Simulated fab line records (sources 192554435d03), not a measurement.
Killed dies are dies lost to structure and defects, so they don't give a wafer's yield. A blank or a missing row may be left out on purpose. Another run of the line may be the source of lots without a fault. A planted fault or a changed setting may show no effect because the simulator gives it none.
8D (eight disciplines) problem report, filled in by code	flow n5-finfet	the parts of the form that need people (team, actions taken, sign-off) are left out

1. WHAT WENT WRONG
Wafers free of any fault read 78.8 nm (standard deviation 1.1) for M4_ILD_THK at N5_BEOL_M4_THK_MEAS_01, against a mean of 60.9 nm on 3 wafers of 2 lots. That puts it -16 standard deviations away from the usual mean.
Seen first at day 8 10:46 on film-metro-02, wafer L476.1. The record holds 28 wafers of 10 lots with a number at this step. Rule for "out" (also "out of limits"): further than 4 standard deviations from the usual mean. The rest of the wafers with a number are treated as sound.

2. WHAT THIS IS AND IS NOT
question	is	is not
which readings at this step	M4_ILD_THK	-
which lots	L476, L478	L477, L487, L488, L490, L491, L492, L493, L494
which wafers of those lots	L476.1, L476.4, L478.4	L476.6, L478.2, L478.3
read on which gauges	film-metro-02	film-metro-01
when	from day 8 10:46	up to then (1 sound wafer); but 24 sound wafers of L477, L478, L487, L488, L490, L491, L492, L493, L494 came after

3. SUSPECTS, AND WHAT RULES EACH OUT
Counting: a tool at a process step up to the reading stays a suspect if it ran every lot that is out. Sound lots after the first of them don't rule it out here, since some wafers of a struck lot are sound.
- the gauge at N5_BEOL_M4_THK_MEAS_01: kept. All the wafers that are out were read on film-metro-02, and no step on other tools shows them out.
- pecvd-04 at N5_BEOL_M4_ILD_DEP_00 (deposits SiOC from DEMS/O2, target thk 79 nm, time 15.3 s): kept. It ran every lot that is out, first L476 (day 8 10:41).
What counting leaves: pecvd-04 at N5_BEOL_M4_ILD_DEP_00 and film-metro-02 at N5_BEOL_M4_THK_MEAS_01.

4. THE CAUSE (what the simulator had put in)
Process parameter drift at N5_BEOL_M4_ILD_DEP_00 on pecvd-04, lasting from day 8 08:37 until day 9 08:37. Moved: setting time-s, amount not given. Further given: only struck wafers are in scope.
Counting left 2 suspects, and this tool is among them.

5. SEQUENCE OF EFFECTS, ordered by route
One row per reading whose mean, taken over the struck wafers that have a number, lies over 3 standard deviations from the usual. Only readings for which the record gives a usual standard deviation are gone through. hours: the time from each lot's start at the first step in this table that gives one to its start at this step, as a median over the lots. sigmas: the change in usual standard deviations.
hours	step	reading	usual	on struck wafers	change	sigmas
0	N5_BEOL_M4_THK_MEAS_01	M4_ILD_THK	78.8 nm	60.9	-17.9	-16
Later steps that measure or inspect, where all struck wafers having a row at the step show a number for every such reading and not one has moved that far: N5_BEOL_M4_RC_MEAS_101.

6. HOW IT WOULD HAVE BEEN CAUGHT EARLIER
In this record the first reading out of limits at a measuring or inspecting step was taken at day 8 10:46, 2 hours after the fault began at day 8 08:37.
Tool readings at N5_BEOL_M4_ILD_DEP_00 with a usual standard deviation given in the record: none out on any struck wafer, hence no alarm at a limit of 4 standard deviations on them.
Lots out: 2; of these, L478 started N5_BEOL_M4_ILD_DEP_00 on pecvd-04 after day 8 10:46. A tool hold placed at that time would have kept it from harm.
